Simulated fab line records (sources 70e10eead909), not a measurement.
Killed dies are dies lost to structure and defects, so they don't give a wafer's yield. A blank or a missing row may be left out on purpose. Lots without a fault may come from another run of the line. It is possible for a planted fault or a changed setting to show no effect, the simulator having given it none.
fab line records    flow nand_harc
record: lots: 24  wafers: 72  last_day: 25
route steps=1159 shown P_M0@270 P_M1@306 P_M2@341
lots untouched by any fault: they come from a run of this same line in which no faults occurred
start_h: hours from the record's opening day to when the first of the lot's shown wafers began    wait_h: hours since the lot's step before    " as in the row above    L1.1+2: several wafers, shown together as one row    - no value present, or no start provided    * or withheld: withheld    < > ~ a bound
route shown NAME@n: names a module that has steps shown in the file, with the first one's number in the route    usual: mean/standard deviation taken from wafers without a fault    same: alike in all rows    chamber/n: place in a boat    sites: per-site readings    _std_site: standard deviation of those values    _edge_site: inner sites' mean taken away from outer sites' mean    radius_mm: for every site, how far away it sits from the centre of the wafer    mask NAME#n: copy n    behind: the most recent tool/chamber to have shaped the wafer    hold: reason for holding the lot/hours on hold/outcome of the hold    device: the transistor (n, p or np) that didn't switch    end of line: tests run on the same wafers once the route is complete    step lacking rows: just its recipe    killed: not the wafer's yield, but the dies lost to structure and defects at the first sort    map: a wafer's dies, marking killed ones x, the rest . and places with no die _
set.NAME: the setting that was run; set.NAME@STEP: the one run at that earlier step    model.NAME: the simulator's own value behind a step, which no gauge read
the route's steps for a sample of lots (tables are steps, rows are wafers)
services: the hour from which a tool's chamber was out of use, counted from the record's first day as start_h (under 0 if before that day), plus the number of hours and why
== steps ==
step: NHARC_P_M0_STRIP_18
recipe: power_w: 1000  n2_flow_sccm: 150  h2_flow_sccm: 150  ar_flow_sccm: 0  bias_w: 0  chemistry: N2/H2
usual: drypump_motor_current_A: 5.8/0.67  oes_product_au: 0.998/0.0071  rf_vpp_V: 90.6/0.83  showerhead_plenum_p_Torr: 2.03/0.062  throttle_valve_pct: 14.172/0.0084
same: bias_w: 0
lot.wafer  tool         chamber  start_h  wait_h  drypump_motor_current_A  oes_product_au  rf_hours_counter_h  rf_vpp_V  showerhead_plenum_p_Torr  throttle_valve_pct
L075.2     rie_diel-06  1        127.82   0.1     4.8                      1.013           3                   91.6      2.07                      14.167
L075.6     "            3        "        "       6.8                      1.005           -                   91.0      1.97                      14.154
L075.5     "            0        "        "       6.4                      0.994           -                   91.3      2.11                      14.185
L074.2     rie_diel-06  3        132.15   0.1     6.8                      0.997           4                   91.0      1.97                      14.174
L074.4     "            0        "        "       6.4                      0.996           4                   90.6      2.11                      14.166
L074.3     "            1        "        "       4.8                      1.015           4                   91.0      2.07                      14.166
L076.3     rie_diel-10  2        132.78   0.1     5.1                      0.989           11                  90.3      2.02                      14.170
L076.2     "            3        "        "       6.8                      1.007           11                  89.7      1.97                      14.178
L076.5     "            3        "        "       6.8                      1.001           -                   90.8      1.97                      14.178
L077.2     rie_diel-10  3        133.87   0.1     6.8                      1.003           12                  91.8      1.97                      14.191
L077.4     "            0        "        "       5.6                      1.001           11                  90.3      2.02                      14.167
L077.6     "            2        "        "       5.1                      0.991           -                   89.1      2.02                      14.161
L078.4     rie_diel-06  3        138.18   0.1     6.8                      0.996           5                   91.5      1.97                      14.182
L078.2     "            0        "        "       6.4                      1.005           5                   90.1      2.11                      14.160
L078.3     "            1        "        "       4.8                      1.007           4                   91.0      2.07                      14.169
L079.1     rie_diel-10  2        138.83   0.1     5.1                      0.990           12                  91.4      2.02                      14.165
L079.3     "            1        "        "       5.3                      0.976           11                  92.8      2.08                      14.179
L079.5     "            2        "        "       5.1                      0.986           -                   90.6      2.02                      14.179
L080.2     rie_diel-10  2        152.23   0.1     5.1                      0.990           12                  90.9      2.02                      14.182
L080.3     "            3        "        "       6.8                      1.005           13                  89.8      1.97                      14.170
L080.6     "            1        "        "       5.3                      1.003           -                   90.9      2.08                      14.168
L081.3     rie_diel-08  0        159.27   0.1     5.6                      1.010           2                   90.0      1.99                      14.172
L081.1     "            3        "        "       5.2                      1.001           2                   90.0      2.01                      14.162
L081.5     "            1        "        "       5.7                      1.002           -                   91.7      2.19                      14.173
L082.4     rie_diel-08  1        161.16   0.1     5.7                      1.001           2                   89.7      2.19                      14.156
L082.1     "            3        "        "       5.2                      1.011           2                   90.1      2.01                      14.164
L082.5     "            0        "        "       5.6                      1.009           -                   91.5      1.99                      14.181
L083.1     rie_diel-06  2        178.97   0.1     5.7                      1.005           8                   90.5      1.96                      14.176
L083.6     "            2        "        "       5.8                      0.998           -                   90.5      1.96                      14.168
L083.5     "            3        "        "       6.8                      0.986           -                   91.4      1.97                      14.162
L084.1     rie_diel-06  3        179.50   0.1     6.7                      0.997           9                   91.0      1.97                      14.175
L084.2     "            0        "        "       6.4                      0.992           10                  91.0      2.11                      14.173
L084.3     "            2        "        "       5.7                      1.004           8                   90.1      1.96                      14.154
L088.3     rie_diel-06  2        195.92   0.1     5.8                      0.997           8                   90.1      1.96                      14.175
L088.1     "            0        "        "       6.4                      0.992           11                  90.5      2.11                      14.164
L088.2     "            1        "        "       4.8                      1.010           9                   88.8      2.07                      14.162
L085.1     rie_diel-10  0        196.53   0.1     5.6                      0.995           2                   91.2      2.02                      14.181
L085.3     "            1        "        "       5.3                      0.996           2                   92.0      2.08                      14.169
L085.6     "            2        "        "       5.1                      0.998           -                   91.2      2.02                      14.173
L087.1     rie_diel-08  1        196.75   0.1     5.7                      0.994           4                   91.7      2.19                      14.162
L087.2     "            2        "        "       6.3                      1.004           4                   90.8      2.01                      14.169
L087.4     "            3        "        "       5.3                      0.998           4                   90.8      2.01                      14.164
L086.2     rie_diel-06  2        198.82   0.1     5.8                      0.992           9                   90.5      1.96                      14.193
L086.1     "            0        "        "       6.4                      0.999           11                  90.9      2.11                      14.177
L086.6     "            1        "        "       4.8                      1.002           -                   89.5      2.07                      14.182
L089.1     rie_diel-08  0        207.66   0.1     5.5                      0.991           4                   89.5      1.99                      14.166
L089.3     "            1        "        "       5.7                      1.001           5                   92.4      2.19                      14.183
L089.6     "            0        "        "       5.5                      0.997           -                   89.2      1.99                      14.173
L090.3     rie_diel-06  2        223.03   0.1     5.7                      0.998           9                   91.3      1.96                      14.182
L090.4     "            0        "        "       6.4                      1.000           13                  89.7      2.11                      14.173
L090.6     "            1        "        "       4.8                      0.993           -                   90.5      2.07                      14.174
L091.3     rie_diel-10  0        233.25   0.1     5.6                      1.003           4                   90.0      2.02                      14.180
L091.6     "            3        "        "       6.8                      0.997           -                   90.6      1.96                      14.165
L091.5     "            2        "        "       5.1                      1.007           -                   90.8      2.02                      14.174
L093.3     rie_diel-08  2        233.87   0.1     6.3                      0.997           6                   91.7      2.01                      14.165
L093.2     "            1        "        "       5.7                      1.002           6                   91.6      2.19                      14.157
L093.6     "            3        "        "       5.2                      1.006           -                   90.7      2.01                      14.157
L092.3     rie_diel-06  0        234.51   0.1     6.4                      1.003           13                  91.4      2.11                      14.172
L092.6     "            1        "        "       4.8                      0.995           -                   90.7      2.07                      14.180
L092.5     "            2        "        "       5.8                      1.000           -                   90.0      1.96                      14.174
L094.1     rie_diel-06  1        234.83   0.1     4.8                      1.000           11                  89.9      2.07                      14.175
L094.2     "            2        "        "       5.8                      0.994           10                  92.4      1.96                      14.166
L094.3     "            3        "        "       6.7                      0.983           11                  90.7      1.97                      14.187
L095.2     rie_diel-10  3        241.35   0.1     6.8                      0.990           5                   90.9      1.96                      14.154
L095.3     "            0        "        "       5.6                      0.995           5                   89.6      2.02                      14.171
L095.6     "            0        "        "       5.6                      0.999           -                   90.6      2.02                      14.167
L096.2     rie_diel-10  2        242.09   0.1     5.1                      1.012           4                   90.1      2.02                      14.163
L096.3     "            3        "        "       6.8                      1.004           5                   90.8      1.96                      14.177
L096.1     "            0        "        "       5.6                      0.998           5                   89.3      2.02                      14.178
L097.3     rie_diel-10  1        248.56   0.1     5.3                      0.990           4                   89.5      2.08                      14.170
L097.2     "            2        "        "       5.1                      0.996           5                   90.6      2.02                      14.180
L097.6     "            1        "        "       5.3                      0.987           -                   90.8      2.08                      14.190
step: NHARC_P_M0_PRE_CLEAN_31
recipe: time_s: 12  temp_c: 370  rf_power_w: 300  gas: NH3
usual: heater_power_w: 627/89
lot.wafer  tool      chamber  start_h  wait_h  heater_power_w
L075.2     pecvd-04  0        129.97   0.1     599
L075.5     "         2        "        "       763
L075.6     "         0        "        "       587
L074.2     pecvd-02  0        134.71   0.3     561
L074.3     "         2        "        "       620
L074.4     "         0        "        "       581
L076.3     pecvd-04  2        134.97   0.1     753
L076.2     "         0        "        "       549
L076.5     "         1        "        "       677
L077.2     pecvd-04  0        136.04   0.1     539
L077.4     "         2        "        "       779
L077.6     "         1        "        "       656
L078.3     pecvd-04  0        140.91   0.1     482
L078.2     "         1        "        "       717
L078.4     "         1        "        "       715
L079.3     pecvd-04  1        141.37   0.1     676
L079.1     "         2        "        "       765
L079.5     "         0        "        "       526
L080.3     pecvd-04  1        154.36   0.1     587
L080.2     "         0        "        "       600
L080.6     "         2        "        "       689
L081.1     pecvd-04  2        161.60   0.2     734
L081.3     "         0        "        "       542
L081.5     "         0        "        "       541
L082.1     pecvd-04  1        163.43   0.2     666
L082.4     "         1        "        "       662
L082.5     "         2        "        "       790
L083.1     pecvd-02  0        181.19   0.1     532
L083.5     "         1        "        "       587
L083.6     "         2        "        "       678
L084.2     pecvd-03  0        181.67   0.1     642
L084.3     "         1        "        "       450
L084.1     "         2        "        "       593
L088.1     pecvd-02  2        198.14   0.1     639
L088.2     "         0        "        "       496
L088.3     "         1        "        "       664
L085.3     pecvd-02  0        199.56   0.9     534
L085.1     "         1        "        "       638
L085.6     "         1        "        "       642
L087.2     pecvd-02  1        200.33   1.3     644
L087.1     "         0        "        "       565
L087.4     "         2        "        "       654
L086.1     pecvd-03  1        201.33   0.4     473
L086.2     "         2        "        "       647
L086.6     "         1        "        "       492
L089.1     pecvd-04  0        209.85   0.1     613
L089.3     "         0        "        "       586
L089.6     "         0        "        "       602
L090.3     pecvd-02  0        225.18   0.1     552
L090.4     "         2        "        "       716
L090.6     "         0        "        "       537
L091.3     pecvd-02  0        235.48   0.1     571
L091.5     "         0        "        "       569
L091.6     "         2        "        "       674
L093.2     pecvd-02  0        236.43   0.1     543
L093.3     "         2        "        "       621
L093.6     "         1        "        "       568
L092.3     pecvd-02  1        236.80   0.2     584
L092.6     "         0        "        "       589
L092.5     "         1        "        "       588
L094.3     pecvd-02  2        237.55   0.6     653
L094.1     "         0        "        "       516
L094.2     "         1        "        "       582
L095.3     pecvd-03  1        243.54   0.1     492
L095.2     "         0        "        "       591
L095.6     "         2        "        "       584
L096.1     pecvd-04  1        244.30   0.1     701
L096.2     "         2        "        "       807
L096.3     "         2        "        "       816
L097.2     pecvd-03  1        250.97   0.3     423
L097.3     "         2        "        "       631
L097.6     "         2        "        "       632
step: NHARC_P_M1_PRE_CLEAN_30
recipe: time_s: 30  temp_c: 280  gas: H2/He
usual: heater_power_w: 387/44
lot.wafer  tool            chamber  start_h  wait_h  heater_power_w
L075.2     pvd_sputter-03  -        -        -       327
L075.5     "               -        "        "       392
L075.6     "               -        "        "       334
L074.2     pvd_sputter-02  -        -        -       336
L074.4     "               -        "        "       336
L074.3     "               -        "        "       447
L076.3     pvd_sputter-03  -        -        -       390
L076.2     "               -        "        "       334
L076.5     "               -        "        "       393
L077.2     pvd_sputter-01  -        -        -       398
L077.4     "               -        "        "       363
L077.6     "               -        "        "       395
L078.3     pvd_sputter-02  -        -        -       437
L078.2     "               -        "        "       341
L078.4     "               -        "        "       448
L079.3     pvd_sputter-03  -        -        -       344
L079.1     "               -        "        "       451
L079.5     "               -        "        "       320
L080.2     pvd_sputter-03  -        -        -       433
L080.3     "               -        "        "       351
L080.6     "               -        "        "       436
L081.1     pvd_sputter-02  -        -        -       343
L081.3     "               -        "        "       430
L081.5     "               -        "        "       325
L082.1     pvd_sputter-02  -        -        -       439
L082.4     "               -        "        "       436
L082.5     "               -        "        "       337
L083.1     pvd_sputter-02  -        -        -       337
L083.5     "               -        "        "       337
L083.6     "               -        "        "       439
L084.2     pvd_sputter-03  -        -        -       347
L084.3     "               -        "        "       444
L084.1     "               -        "        "       397
L088.1     pvd_sputter-03  -        -        -       441
L088.3     "               -        "        "       403
L088.2     "               -        "        "       345
L085.1     pvd_sputter-03  -        -        -       433
L085.3     "               -        "        "       391
L085.6     "               -        "        "       436
L087.2     pvd_sputter-03  -        -        -       451
L087.4     "               -        "        "       399
L087.1     "               -        "        "       339
L086.2     pvd_sputter-02  -        -        -       435
L086.1     "               -        "        "       345
L086.6     "               -        "        "       341
L089.1     pvd_sputter-01  -        -        -       351
L089.3     "               -        "        "       457
L089.6     "               -        "        "       340
L090.4     pvd_sputter-01  -        -        -       422
L090.3     "               -        "        "       457
L090.6     "               -        "        "       390
L091.3     pvd_sputter-03  -        -        -       339
L091.5     "               -        "        "       439
L091.6     "               -        "        "       395
L093.2     pvd_sputter-03  -        -        -       427
L093.3     "               -        "        "       335
L093.6     "               -        "        "       431
L092.3     pvd_sputter-03  -        -        -       434
L092.5     "               -        "        "       394
L092.6     "               -        "        "       329
L094.3     pvd_sputter-02  -        -        -       360
L094.1     "               -        "        "       449
L094.2     "               -        "        "       378
L095.2     pvd_sputter-01  -        -        -       414
L095.3     "               -        "        "       343
L095.6     "               -        "        "       401
L096.3     pvd_sputter-03  -        -        -       356
L096.1     "               -        "        "       438
L096.2     "               -        "        "       390
L097.2     pvd_sputter-02  -        -        -       372
L097.3     "               -        "        "       350
L097.6     "               -        "        "       346
step: NHARC_P_M2_PVD_21
recipe: target_thk_a: 300  chamber_pressure_pa: 5  power_w: 5000  substrate_temp_c: 30  time_s: 20.49  material: Cu
usual: throttle_valve_pct: 29.8/1.2
lot.wafer  tool            chamber  start_h  wait_h  throttle_valve_pct
L075.2     pvd_sputter-03  -        -        -       30.0
L075.6     "               -        "        "       31.1
L075.5     "               -        "        "       30.2
L074.2     pvd_sputter-03  -        -        -       30.1
L074.4     "               -        "        "       28.9
L074.3     "               -        "        "       28.1
L076.2     pvd_sputter-02  -        -        -       29.4
L076.3     "               -        "        "       29.2
L076.5     "               -        "        "       29.4
L077.2     pvd_sputter-03  -        -        -       30.3
L077.4     "               -        "        "       28.2
L077.6     "               -        "        "       28.7
L078.4     pvd_sputter-03  -        -        -       31.0
L078.3     "               -        "        "       30.2
L078.2     "               -        "        "       28.0
L079.1     pvd_sputter-01  -        -        -       31.3
L079.3     "               -        "        "       31.9
L079.5     "               -        "        "       31.0
L080.3     pvd_sputter-02  -        -        -       28.9
L080.2     "               -        "        "       29.9
L080.6     "               -        "        "       29.4
L081.3     pvd_sputter-03  -        -        -       30.2
L081.1     "               -        "        "       30.7
L081.5     "               -        "        "       29.8
L082.1     pvd_sputter-03  -        -        -       28.4
L082.4     "               -        "        "       30.2
L082.5     "               -        "        "       28.2
L083.1     pvd_sputter-02  -        -        -       29.6
L083.5     "               -        "        "       29.4
L083.6     "               -        "        "       29.5
L084.2     pvd_sputter-03  -        -        -       30.9
L084.1     "               -        "        "       30.1
L084.3     "               -        "        "       28.7
L088.2     pvd_sputter-03  -        -        -       30.0
L088.3     "               -        "        "       28.6
L088.1     "               -        "        "       31.1
L085.3     pvd_sputter-03  -        -        -       30.9
L085.1     "               -        "        "       30.1
L085.6     "               -        "        "       30.0
L087.1     pvd_sputter-03  -        -        -       29.9
L087.2     "               -        "        "       28.7
L087.4     "               -        "        "       28.3
L086.2     pvd_sputter-01  -        -        -       29.7
L086.1     "               -        "        "       30.2
L086.6     "               -        "        "       32.4
L089.3     pvd_sputter-01  -        -        -       29.6
L089.1     "               -        "        "       32.3
L089.6     "               -        "        "       32.3
L090.4     pvd_sputter-03  -        -        -       29.9
L090.3     "               -        "        "       28.3
L090.6     "               -        "        "       28.8
L091.3     pvd_sputter-03  -        -        -       30.1
L091.5     "               -        "        "       28.1
L091.6     "               -        "        "       30.9
L093.2     pvd_sputter-01  -        -        -       32.0
L093.3     "               -        "        "       30.1
L093.6     "               -        "        "       32.6
L092.3     pvd_sputter-02  -        -        -       30.4
L092.5     "               -        "        "       29.8
L092.6     "               -        "        "       28.9
L094.3     pvd_sputter-03  -        -        -       30.1
L094.1     "               -        "        "       28.7
L094.2     "               -        "        "       31.1
L095.2     pvd_sputter-02  -        -        -       29.3
L095.3     "               -        "        "       30.3
L095.6     "               -        "        "       28.7
L096.1     pvd_sputter-03  -        -        -       28.3
L096.2     "               -        "        "       31.0
L096.3     "               -        "        "       30.1
L097.2     pvd_sputter-03  -        -        -       30.7
L097.3     "               -        "        "       28.4
L097.6     "               -        "        "       30.9
step: NHARC_P_M2_INSPECT_27
usual: raw_defect_count: 332/160
lot.wafer  tool               chamber  start_h  wait_h  raw_defect_count
L075.2     defect_inspect-01  -        138.49   0.0     528
L075.5     "                  -        "        "       196
L075.6     "                  -        "        "       210
L074.2     defect_inspect-01  -        143.85   0.0     332
L074.3     "                  -        "        "       206
L074.4     "                  -        "        "       212
L076.2     defect_inspect-02  -        143.99   0.0     805
L076.3     "                  -        "        "       1001
L076.5     "                  -        "        "       1317
L077.2     defect_inspect-01  -        144.88   0.1     261
L077.4     "                  -        "        "       423
L077.6     "                  -        "        "       313
L078.2     defect_inspect-02  -        149.42   0.0     437
L078.3     "                  -        "        "       299
L078.4     "                  -        "        "       214
L079.1     defect_inspect-02  -        149.89   0.0     138
L079.3     "                  -        "        "       392
L079.5     "                  -        "        "       299
L080.2     defect_inspect-01  -        162.55   0.0     487
L080.3     "                  -        "        "       708
L080.6     "                  -        "        "       316
L081.1     defect_inspect-02  -        169.96   0.0     277
L081.3     "                  -        "        "       315
L081.5     "                  -        "        "       387
L082.1     defect_inspect-01  -        171.51   0.0     465
L082.4     "                  -        "        "       262
L082.5     "                  -        "        "       266
L083.1     defect_inspect-01  -        189.52   0.0     372
L083.5     "                  -        "        "       346
L083.6     "                  -        "        "       302
L084.1     defect_inspect-01  -        190.30   0.0     250
L084.2     "                  -        "        "       171
L084.3     "                  -        "        "       162
L088.1     defect_inspect-02  -        206.34   0.0     216
L088.2     "                  -        "        "       239
L088.3     "                  -        "        "       155
L085.1     defect_inspect-02  -        207.90   0.0     308
L085.3     "                  -        "        "       393
L085.6     "                  -        "        "       460
L087.1     defect_inspect-02  -        208.64   0.0     188
L087.2     "                  -        "        "       194
L087.4     "                  -        "        "       180
L086.1     defect_inspect-01  -        210.10   0.0     200
L086.2     "                  -        "        "       242
L086.6     "                  -        "        "       248
L089.1     defect_inspect-02  -        218.52   0.0     399
L089.3     "                  -        "        "       581
L089.6     "                  -        "        "       214
L090.3     defect_inspect-01  -        233.57   0.0     272
L090.4     "                  -        "        "       122
L090.6     "                  -        "        "       415
L091.3     defect_inspect-02  -        243.76   0.0     433
L091.5     "                  -        "        "       363
L091.6     "                  -        "        "       287
L093.2     defect_inspect-02  -        245.13   0.0     249
L093.3     "                  -        "        "       347
L093.6     "                  -        "        "       269
L092.3     defect_inspect-01  -        245.43   0.0     353
L092.5     "                  -        "        "       303
L092.6     "                  -        "        "       230
L094.1     defect_inspect-01  -        245.90   0.0     234
L094.2     "                  -        "        "       356
L094.3     "                  -        "        "       221
L095.2     defect_inspect-02  -        252.19   0.0     539
L095.3     "                  -        "        "       240
L095.6     "                  -        "        "       304
L096.1     defect_inspect-02  -        252.84   0.0     318
L096.2     "                  -        "        "       343
L096.3     "                  -        "        "       250
L097.2     defect_inspect-01  -        260.31   0.0     573
L097.3     "                  -        "        "       616
L097.6     "                  -        "        "       342
step: NHARC_P_M2_DEP_33
recipe: target_thk_a: 300  temp_c: 370  target_thk_nm: 30  pressure_torr: 3  flow_sccm: 200  rf_w: 450  material: SiCN
usual: heater_power_w: 556/74
lot.wafer  tool      chamber  start_h  wait_h  heater_power_w
L075.2     pecvd-02  1        138.64   0.1     532
L075.6     "         1        "        "       509
L075.5     "         2        "        "       539
L074.3     pecvd-03  2        144.04   0.1     577
L074.2     "         0        "        "       549
L074.4     "         0        "        "       565
L076.3     pecvd-02  0        144.13   0.1     540
L076.2     "         2        "        "       663
L076.5     "         2        "        "       657
L077.2     pecvd-02  0        145.03   0.1     532
L077.4     "         1        "        "       560
L077.6     "         2        "        "       582
L078.3     pecvd-02  0        149.56   0.1     541
L078.2     "         1        "        "       575
L078.4     "         1        "        "       561
L079.3     pecvd-02  0        150.30   0.1     513
L079.1     "         2        "        "       629
L079.5     "         1        "        "       604
L080.3     pecvd-04  0        163.22   0.1     508
L080.2     "         1        "        "       579
L080.6     "         1        "        "       569
L081.3     pecvd-04  1        170.15   0.1     663
L081.1     "         2        "        "       605
L081.5     "         0        "        "       473
L082.1     pecvd-04  0        171.66   0.1     466
L082.5     "         0        "        "       451
L082.4     "         1        "        "       640
L083.1     pecvd-04  0        189.71   0.1     545
L083.6     "         2        "        "       679
L083.5     "         1        "        "       650
L084.3     pecvd-03  2        190.45   0.1     510
L084.1     "         0        "        "       635
L084.2     "         1        "        "       462
L088.3     pecvd-02  0        206.83   0.1     488
L088.2     "         1        "        "       607
L088.1     "         2        "        "       640
L085.3     pecvd-02  2        208.08   0.1     624
L085.1     "         0        "        "       517
L085.6     "         2        "        "       639
L087.2     pecvd-04  0        208.85   0.1     448
L087.1     "         2        "        "       727
L087.4     "         0        "        "       450
L086.1     pecvd-02  0        210.29   0.1     493
L086.2     "         1        "        "       599
L086.6     "         2        "        "       609
L089.1     pecvd-03  1        218.66   0.1     438
L089.3     "         0        "        "       594
L089.6     "         2        "        "       597
L090.3     pecvd-02  0        233.92   0.1     497
L090.6     "         2        "        "       623
L090.4     "         1        "        "       607
L091.3     pecvd-02  2        243.95   0.1     599
L091.5     "         1        "        "       591
L091.6     "         2        "        "       591
L093.3     pecvd-03  0        245.28   0.1     502
L093.2     "         1        "        "       453
L093.6     "         0        "        "       505
L092.3     pecvd-02  1        245.58   0.1     620
L092.5     "         2        "        "       547
L092.6     "         0        "        "       518
L094.3     pecvd-03  1        246.04   0.1     383
L094.2     "         2        "        "       512
L094.1     "         0        "        "       632
L095.3     pecvd-02  0        252.34   0.1     523
L095.2     "         1        "        "       582
L095.6     "         2        "        "       542
L096.1     pecvd-03  1        253.13   0.1     448
L096.2     "         2        "        "       508
L096.3     "         0        "        "       638
L097.2     pecvd-03  1        260.46   0.1     420
L097.3     "         0        "        "       548
L097.6     "         0        "        "       556
== services ==
tool            chamber  start_h  hours  kind
pecvd-02        -        104.57   0.7    repair
pecvd-03        -        111.33   13.0   pm
pvd_sputter-03  -        115.49   1.2    repair
rie_diel-08     -        124.80   9.0    pm
pecvd-04        -        148.73   1.8    repair
pecvd-04        -        151.20   1.7    repair
pecvd-02        -        153.27   13.0   pm
pecvd-02        0        153.27   13.0   vent_cycle
rie_diel-08     0        163.71   2.6    repair
pvd_sputter-03  -        165.34   0.6    repair
pecvd-02        -        170.28   0.6    repair
pvd_sputter-01  -        174.45   4.0    repair
rie_diel-10     -        176.50   9.0    pm
rie_diel-06     3        191.70   6.0    repair
pecvd-04        -        195.00   13.0   pm
pvd_sputter-01  -        195.70   8.5    repair
pecvd-03        0        196.69   13.8   repair
rie_diel-08     -        200.84   1.0    repair
rie_diel-06     2        202.23   8.9    repair
pvd_sputter-02  -        214.05   10.0   pm
rie_diel-10     1        232.25   12.3   repair
pecvd-04        0        240.18   6.7    repair
rie_diel-06     -        241.20   9.0    pm
pvd_sputter-01  -        251.09   7.3    repair
== key ==
fault none
